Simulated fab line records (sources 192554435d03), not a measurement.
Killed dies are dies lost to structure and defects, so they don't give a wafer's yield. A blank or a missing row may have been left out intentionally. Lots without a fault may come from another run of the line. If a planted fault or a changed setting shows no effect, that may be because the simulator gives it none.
A lot that was struck, set against a sound lot    flow n5_finfet    25 steps out of a route of 1938
Sound: wafers L222.4, L222.5, L222.6. The struck wafers were L238.1, L238.4, L238.6. At the end, the cause is stated.
Order at every step that has rows: each side's tool, ch and its chambers, its first start. Under that, the readings that differ: sound wafers    struck wafers    difference of the means    sigmas: that difference in standard deviations of wafers without a fault.
alike: words and numbers the same on both sides, and readings whose means are apart by under 2 such deviations; not compared: readings that were withheld, readings missing a value for some wafer, numbers with overlapping values and no deviation given by the record, and bounds like >300 which may hide the same value.
Wherever a step has rows on one side only, a row that says differs or no value, or a row with sigmas, the two part there. When numbers do not overlap yet have no deviation, they are printed without sigmas and do not part them. A reading missing from all wafers of one side parts the sides only when that side holds two or more wafers.

first, 4 steps without rows for these wafers: N5_ZERO_LAYER_EXPOSE_08 (exposes mask ZERO, defocus 0 nm, target cd 2000 nm); N5_ZERO_LAYER_PEB_09; N5_ZERO_LAYER_DEVELOP_10 (develop time 60 s); N5_ZERO_LAYER_HARDBAKE_23 (time 120 s).
N5_ZERO_LAYER_CD_MEAS_11: the cd target is 2000 nm.
  sound on cd_sem-02 ch 0, day 3 00:40; struck on cd_sem-01 ch 0, day 7 00:38
  alike: cd_nm
N5_ZERO_LAYER_DESCUM_16: chemistry O2, time 7.9 s.
  sound on rie_diel-06 ch 0,2,3, day 3 00:43; struck on rie_diel-01 ch 0,1,2, day 7 00:43
  alike: drypump_motor_current_A, oes_product_au, rf_fwd_power_W, rf_vpp_V, showerhead_plenum_p_Torr, throttle_valve_pct
  not compared: rf_hours_counter_h
N5_ZERO_LAYER_ETCH_17: etches SiO2 in CF4, target depth 12 nm, time 13.3 s.
  sound on rie_diel-06 ch 0,2,3, day 3 00:46; struck on rie_diel-01 ch 0,1,2, day 7 00:46
  alike: drypump_motor_current_A, oes_product_au, rf_fwd_power_W, rf_vpp_V, showerhead_plenum_p_Torr, throttle_valve_pct
  not compared: rf_hours_counter_h
N5_ZERO_LAYER_ETCH_18: etches Si in HBr/Cl2, target depth 120 nm, time 40 s.
  sound on rie_si-02 ch 0,1,2, day 3 00:49; struck on rie_si-02 ch 0,2,3, day 7 00:50
  alike: drypump_motor_current_A, oes_product_au, rf_fwd_power_W, throttle_valve_pct
  not compared: rf_hours_counter_h
N5_ZERO_LAYER_STRIP_24: strips in O2.
  sound on plasma_asher-02 ch 0,1, day 3 00:56; struck on plasma_asher-02 ch 0,1, day 7 00:56
  alike: drypump_motor_current_A, heater_power_w, oes_product_au, strip_time_to_endpoint_s
  not compared: rf_hours_counter_h
then, 1 step without rows for these wafers: N5_ZERO_LAYER_STRIP_19 (strips in SPM, time 900 s).
N5_ZERO_LAYER_INSPECT_20: inspects for defects (darkfield).
  struck on defect_inspect-02, day 7 01:18; sound on defect_inspect-02, day 3 01:18
  alike: raw_defect_count
then, 1 step without rows for these wafers: N5_WELL_APT_HMDS_01 (time 60 s).
N5_WELL_APT_COAT_02: resist thk 950 nm.
  sound on litho_track-04 ch 0, day 3 01:20; struck on litho_track-04 ch 0, day 7 01:20
reading                                     sound                 struck                difference  sigmas
spin_speed_rpm (rpm)                        1356.9 1357.8 1356.2  1297.8 1299.9 1301.1  -57.4       -57
model.coat_of_WELL_APT_COAT_02.thk_nm (nm)  957.5 958 955.7       978.3 976.9 976.9     +20.3       
then, 6 steps without rows for these wafers: N5_WELL_APT_EBR_04; N5_WELL_APT_SOFTBAKE_03 (time 60 s); N5_WELL_APT_EXPOSE_05 (exposes mask NWELL, defocus 0 nm, target cd 200 nm); N5_WELL_APT_PEB_06 (peb time 90 s); N5_WELL_APT_DEVELOP_07 (develop time 45 s); N5_WELL_APT_HARDBAKE_12 (time 120 s).
N5_WELL_APT_CD_MEAS_08: the cd target is 200 nm.
  sound on cd_sem-03 ch 0, day 3 01:36; struck on cd_sem-02 ch 0, day 7 01:36
reading     sound              struck             difference  sigmas
cd_nm (nm)  202.4 204.0 200.3  191.7 194.3 196.2  -8.2        -3
N5_WELL_APT_OVL_MEAS_09:
  sound on overlay-01 ch 0, day 3 01:38; struck on overlay-02 ch 0, day 7 01:38
  alike: NWELL_OVL
N5_WELL_APT_INSPECT_10: inspects for defects (macro).
  struck on defect_inspect-02, day 7 01:39; sound on defect_inspect-02, day 3 01:40
  alike: raw_defect_count
N5_WELL_APT_DESCUM_13: chemistry O2, time 7.9 s.
  sound on rie_diel-02 ch 0,3, day 3 01:42; struck on rie_diel-04 ch 1,2, day 7 01:41
reading                                     sound              struck             difference  sigmas
drypump_motor_current_A (A)                 6.1 6.5 6.1        5.3 5.3 5.5        -0.9        -2
model.coat_of_WELL_APT_COAT_02.thk_nm (nm)  939.3 939.9 937.5  960.2 958.8 958.8  +20.4       
  alike: oes_product_au, rf_fwd_power_W, rf_vpp_V, showerhead_plenum_p_Torr, throttle_valve_pct
  not compared: rf_hours_counter_h
then, 2 steps without rows for these wafers: N5_WELL_APT_IMPLANT_14; N5_PASSIVATION_PROBE_49.

== WHERE THEY PART ==
Earliest at N5_WELL_APT_COAT_02; latest, in this record, at N5_WELL_APT_DESCUM_13.

WHY: the cause the simulator had injected
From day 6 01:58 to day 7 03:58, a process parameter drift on litho_track-04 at N5_WELL_APT_COAT_02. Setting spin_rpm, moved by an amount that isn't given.
